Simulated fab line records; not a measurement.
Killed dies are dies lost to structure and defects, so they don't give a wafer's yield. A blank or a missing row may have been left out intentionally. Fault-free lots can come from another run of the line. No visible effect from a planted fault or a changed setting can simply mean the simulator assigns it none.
fab line records ; flow n5_finfet ; part 2 of 2: steps 23 to 36 of 36
record: lots: 5; wafers: 15; last_day: 15
route steps=1938 shown BEOL_M7@1263
lots with no fault: from the same line, run without faults
start_h: start of the lot's first displayed wafer, in hours after the record's first day ; wait_h: how many hours have passed since the lot's step before this one ; " same as the row above ; L1.1+2: several wafers, shown together as one row ; - either no value or no given start ; * or withheld: withheld ; < > ~ a bound
route shown NAME@n: names a module that has steps shown in the file, with the first one's number in the route ; usual: the fault-free wafers' mean and standard deviation ; same: alike in all rows ; chamber/n: place in a boat ; sites: the reading at each site ; _std_site: the standard deviation of these ; _edge_site: inner sites' mean taken away from outer sites' mean ; radius_mm: how far each site lies from the wafer's centre ; mask NAME#n: copy n ; behind: the last tool/chamber to shape the wafer ; hold: cause of the lot's hold/its duration in hours/its outcome ; device: the n, p or np transistor that did not switch ; end of line: the tests these same wafers got at the end of their route ; a step given without rows: its recipe and nothing more ; killed: count of dies lost to structure and defects at first sort (not the wafer's yield) ; map: a wafer's dies, x killed, . not, _ none there
set.NAME: the run value of the setting; set.NAME@STEP: its run value at that earlier step ; model.NAME: the simulator's own value behind a step, which no gauge read
a table for each step, a row for each wafer; lots at some steps of the route
services: the hour from which a tool's chamber was out of use, counted from the record's first day as start_h (under 0 if before that day), plus the number of hours and why
== steps ==
step: N5_BEOL_M7_STRIP_19
recipe: chemistry: O2; power_w: 400; temp_c: 40; pressure_mtorr: 30; rf_frequency_hz: 6e+07; bias_power_w: 0; overash_fraction: 0.2; o2_flow_sccm: 225
usual: drypump_motor_current_A: 5.7/0.35; oes_product_au: 0.75/0.087; rf_vpp_V: 3.7/0.68; showerhead_plenum_p_Torr: 2.10/0.066; throttle_valve_pct: 16.84/0.26
lot.wafer;tool;chamber;start_h;wait_h;drypump_motor_current_A;oes_product_au;rf_hours_counter_h;rf_vpp_V;showerhead_plenum_p_Torr;throttle_valve_pct
L074.1;rie_diel-03;2;186.98;0.1;5.5;0.74;168;3.1;2.01;16.96
L074.2;rie_diel-03;3;186.98;0.1;5.3;0.74;180;4.2;2.19;16.99
L074.4;rie_diel-03;1;186.98;0.1;5.7;0.74;-;3.7;2.10;16.92
L084.1;rie_diel-01;2;254.66;0.1;6.3;0.71;189;2.7;2.10;16.94
L084.2;rie_diel-01;0;254.66;0.1;5.3;0.95;15;3.1;2.15;16.74
L084.5;rie_diel-01;0;254.66;0.1;5.3;0.95;-;4.1;2.15;16.74
L085.1;rie_diel-01;0;257.89;0.1;5.3;0.95;17;4.5;2.15;16.74
L085.3;rie_diel-01;1;257.89;0.1;6.0;0.84;54;3.0;2.11;16.24
L085.6;rie_diel-01;0;257.89;0.1;5.3;0.95;-;4.9;2.15;16.75
L087.1;rie_diel-04;0;270.50;0.1;4.7;0.68;229;3.1;2.00;16.97
L087.2;rie_diel-04;2;270.50;0.1;5.7;0.71;212;3.4;2.17;16.52
L087.6;rie_diel-04;0;270.50;0.1;4.7;0.68;-;2.0;2.00;16.98
L090.1;rie_diel-03;3;283.48;0.1;5.2;0.73;212;3.6;2.18;17.03
L090.3;rie_diel-03;2;283.48;0.1;5.5;0.72;200;3.9;2.00;17.00
L090.4;rie_diel-03;1;283.48;0.1;5.7;0.71;213;4.2;2.09;16.96
step: N5_BEOL_M7_CD_MEAS_18
recipe: pitch_nm: 80; target_cd_nm: 40
usual: cd_nm: 39.8/0.65
lot.wafer;tool;chamber;start_h;wait_h;cd_nm
L074.1;cd_sem-03;-;187.05;0.0;39.7
L074.2;cd_sem-03;-;187.05;0.0;40.0
L074.4;cd_sem-03;-;187.05;0.0;40.3
L084.1;cd_sem-01;-;254.73;0.0;40.4
L084.2;cd_sem-01;-;254.73;0.0;40.7
L084.5;cd_sem-01;-;254.73;0.0;40.2
L085.1;cd_sem-02;-;257.96;0.0;40.1
L085.3;cd_sem-02;-;257.96;0.0;39.5
L085.6;cd_sem-02;-;257.96;0.0;39.7
L087.1;cd_sem-01;-;270.56;0.0;38.7
L087.2;cd_sem-01;-;270.56;0.0;39.8
L087.6;cd_sem-01;-;270.56;0.0;39.9
L090.1;cd_sem-03;-;283.55;0.0;38.2
L090.3;cd_sem-03;-;283.55;0.0;38.9
L090.4;cd_sem-03;-;283.55;0.0;39.6
step: N5_BEOL_M7_COAT_63
recipe: resist: SOC; temp_c: 250; time_s: 60; spin_rpm: 1500; resist_thk_nm: 60
lot.wafer;tool;chamber;start_h;wait_h
L074.1+2+4;litho_track-04;0;187.09;0.0
L084.1+2+5;litho_track-01;0;255.26;0.5
L085.1+3+6;litho_track-01;0;259.08;1.1
L087.1+2+6;litho_track-05;0;270.75;0.2
L090.1+3+4;litho_track-04;0;283.77;0.2
step: N5_BEOL_M7_COAT_64
recipe: resist: SiARC; temp_c: 220; time_s: 60; spin_rpm: 1500; resist_thk_nm: 12
lot.wafer;tool;chamber;start_h;wait_h
L074.1+2+4;litho_track-04;0;-;-
L084.1+2+5;litho_track-01;0;-;-
L085.1+3+6;litho_track-01;0;-;-
L087.1+2+6;litho_track-05;0;-;-
L090.1+3+4;litho_track-04;0;-;-
step: N5_BEOL_M7_COAT_71
recipe: resist: underlayer; temp_c: 205; time_s: 60; spin_rpm: 1500; resist_thk_nm: 5
lot.wafer;tool;chamber;start_h;wait_h
L074.1+2+4;litho_track-04;0;-;-
L084.1+2+5;litho_track-01;0;-;-
L085.1+3+6;litho_track-01;0;-;-
L087.1+2+6;litho_track-05;0;-;-
L090.1+3+4;litho_track-04;0;-;-
step: N5_BEOL_M7_COAT_22
recipe: resist: CAR-EUV; spin_rpm: 1500; resist_thk_nm: 30
lot.wafer;tool;chamber;start_h;wait_h
L074.1+2+4;litho_track-04;0;-;-
L084.1+2+5;litho_track-01;0;-;-
L085.1+3+6;litho_track-01;0;-;-
L087.1+2+6;litho_track-05;0;-;-
L090.1+3+4;litho_track-04;0;-;-
step: N5_BEOL_M7_EBR_24
recipe: solvent: PGMEA; ebr_width_mm: 1.5
lot.wafer;tool;chamber;start_h;wait_h
L074.1+2+4;litho_track-04;0;-;-
L084.1+2+5;litho_track-01;0;-;-
L085.1+3+6;litho_track-01;0;-;-
L087.1+2+6;litho_track-05;0;-;-
L090.1+3+4;litho_track-04;0;-;-
step: N5_BEOL_M7_SOFTBAKE_23
recipe: temp_c: 110; time_s: 60; resist: CAR-EUV
lot.wafer;tool;chamber;start_h;wait_h
L074.1+2+4;litho_track-04;0;-;-
L084.1+2+5;litho_track-01;0;-;-
L085.1+3+6;litho_track-01;0;-;-
L087.1+2+6;litho_track-05;0;-;-
L090.1+3+4;litho_track-04;0;-;-
step: N5_BEOL_M7_EXPOSE_25
recipe: mask_id: V6; na: 0.33; source_shape: annular; sigma_inner: 0.4; sigma_outer: 0.8; polarization: unpolarized; target_cd_nm: 40; dose_mj: 42.5
usual: stage_msd_nm: 0.809/0.024
same: sigma_inner: 0.4; sigma_outer: 0.8
lot.wafer;tool;chamber;start_h;wait_h;mask;stage_msd_nm
L074.1;euv_scanner-02;0;187.23;-;V6#0;0.869
L074.2;euv_scanner-02;0;187.23;-;V6#0;0.872
L074.4;euv_scanner-02;0;187.23;-;V6#0;0.872
L084.1;euv_scanner-01;0;255.52;-;V6#0;0.793
L084.2;euv_scanner-01;0;255.52;-;V6#0;0.799
L084.5;euv_scanner-01;0;255.52;-;V6#0;0.795
L085.1;euv_scanner-01;0;259.22;-;V6#0;0.798
L085.3;euv_scanner-01;0;259.22;-;V6#0;0.797
L085.6;euv_scanner-01;0;259.22;-;V6#0;0.798
L087.1;euv_scanner-01;0;270.89;-;V6#0;0.799
L087.2;euv_scanner-01;0;270.89;-;V6#0;0.798
L087.6;euv_scanner-01;0;270.89;-;V6#0;0.801
L090.1;euv_scanner-01;0;283.97;-;V6#0;0.805
L090.3;euv_scanner-01;0;283.97;-;V6#0;0.803
L090.4;euv_scanner-01;0;283.97;-;V6#0;0.801
step: N5_BEOL_M7_PEB_26
recipe: peb_temp_c: 100; peb_time_s: 60; resist: CAR-EUV
lot.wafer;tool;chamber;start_h;wait_h
L074.1+2+4;litho_track-04;0;187.29;0.1
L084.1+2+5;litho_track-04;0;255.59;0.1
L085.1+3+6;litho_track-05;0;259.29;0.1
L087.1+2+6;litho_track-04;0;270.95;0.1
L090.1+3+4;litho_track-05;0;284.03;0.1
step: N5_BEOL_M7_DEVELOP_27
recipe: develop_time_s: 30; developer: TMAH; resist: CAR-EUV; rinse_liquid: surfactant_rinse; dry: air_spin; dev_temp_c: 23
lot.wafer;tool;chamber;start_h;wait_h
L074.1+2+4;litho_track-04;0;-;-
L084.1+2+5;litho_track-04;0;-;-
L085.1+3+6;litho_track-05;0;-;-
L087.1+2+6;litho_track-04;0;-;-
L090.1+3+4;litho_track-05;0;-;-
step: N5_BEOL_M7_CD_MEAS_28
recipe: target_cd_nm: 40; landing_energy_ev: 500; detector: se_inlens
usual: cd_nm: 39.98/0.25
same: landing_energy_ev: 500
lot.wafer;tool;chamber;start_h;wait_h;cd_nm
L074.1;cd_sem-01;0;187.36;-;39.67
L074.2;cd_sem-01;0;187.36;-;39.74
L074.4;cd_sem-01;0;187.36;-;39.39
L084.1;cd_sem-03;0;255.66;-;40.02
L084.2;cd_sem-03;0;255.66;-;40.00
L084.5;cd_sem-03;0;255.66;-;39.62
L085.1;cd_sem-03;0;259.35;-;40.10
L085.3;cd_sem-03;0;259.35;-;40.15
L085.6;cd_sem-03;0;259.35;-;40.13
L087.1;cd_sem-01;0;271.02;-;39.99
L087.2;cd_sem-01;0;271.02;-;39.77
L087.6;cd_sem-01;0;271.02;-;39.90
L090.1;cd_sem-01;0;284.10;-;39.79
L090.3;cd_sem-01;0;284.10;-;40.18
L090.4;cd_sem-01;0;284.10;-;39.94
step: N5_BEOL_M7_OVL_MEAS_29
recipe: points_per_wafer: 522
usual: V6_OVL: 0.4/0.66
lot.wafer;tool;chamber;start_h;wait_h;V6_OVL[nm]
L074.1;overlay-02;0;187.39;0.0;1.0
L074.2;overlay-02;0;187.39;0.0;0.6
L074.4;overlay-02;0;187.39;0.0;0.7
L084.1;overlay-02;0;255.69;0.0;0.8
L084.2;overlay-02;0;255.69;0.0;0.4
L084.5;overlay-02;0;255.69;0.0;1.0
L085.1;overlay-01;0;259.38;0.0;-0.1
L085.3;overlay-01;0;259.38;0.0;0.7
L085.6;overlay-01;0;259.38;0.0;1.5
L087.1;overlay-02;0;271.05;0.0;0.1
L087.2;overlay-02;0;271.05;0.0;-0.2
L087.6;overlay-02;0;271.05;0.0;-0.6
L090.1;overlay-01;0;284.13;0.0;0.4
L090.3;overlay-01;0;284.13;0.0;0.8
L090.4;overlay-01;0;284.13;0.0;0.1
step: N5_BEOL_M7_INSPECT_30
recipe: mode: adi; inspect_instrument: brightfield
usual: raw_defect_count: 433/85
lot.wafer;tool;chamber;start_h;wait_h;raw_defect_count
L074.1;defect_inspect-01;-;187.45;0.1;306
L074.2;defect_inspect-01;-;187.45;0.1;338
L074.4;defect_inspect-01;-;187.45;0.1;386
L084.1;defect_inspect-01;-;255.74;0.1;535
L084.2;defect_inspect-01;-;255.74;0.1;478
L084.5;defect_inspect-01;-;255.74;0.1;354
L085.1;defect_inspect-01;-;259.44;0.1;437
L085.3;defect_inspect-01;-;259.44;0.1;434
L085.6;defect_inspect-01;-;259.44;0.1;411
L087.1;defect_inspect-02;-;271.11;0.1;386
L087.2;defect_inspect-02;-;271.11;0.1;300
L087.6;defect_inspect-02;-;271.11;0.1;395
L090.1;defect_inspect-01;-;284.19;0.1;546
L090.3;defect_inspect-01;-;284.19;0.1;409
L090.4;defect_inspect-01;-;284.19;0.1;625
== services ==
tool;chamber;start_h;hours;kind
pecvd-01;-;178.46;0.7;repair
rie_metal-03;1;181.20;12.1;repair
arfi_scanner-02;-;184.47;0.4;repair
pecvd-02;0;192.85;6.5;repair
arfi_scanner-02;-;192.86;3.9;pm
pecvd-01;-;195.58;6.0;pm
uv_cure-03;-;197.14;0.9;repair
rie_diel-01;1;203.57;15.6;repair
arfi_scanner-02;-;213.93;1.0;pm
euv_scanner-01;-;215.47;1.0;pm
pecvd-04;-;218.53;6.0;pm
arfi_scanner-03;-;228.56;0.8;pm
pecvd-02;0;238.79;12.3;repair
arfi_scanner-03;-;240.58;1.3;pm
rie_diel-04;0;241.77;2.9;repair
rie_diel-03;3;243.02;4.6;repair
euv_scanner-01;-;244.07;1.5;repair
arfi_scanner-02;-;244.73;0.8;repair
uv_cure-03;-;247.21;7.5;pm
rie_metal-03;-;249.95;2.8;pm
arfi_scanner-02;-;252.80;10.6;repair
arfi_scanner-03;-;264.46;1.0;pm
rie_diel-04;3;266.66;7.7;repair
pecvd-04;0;272.73;8.0;repair
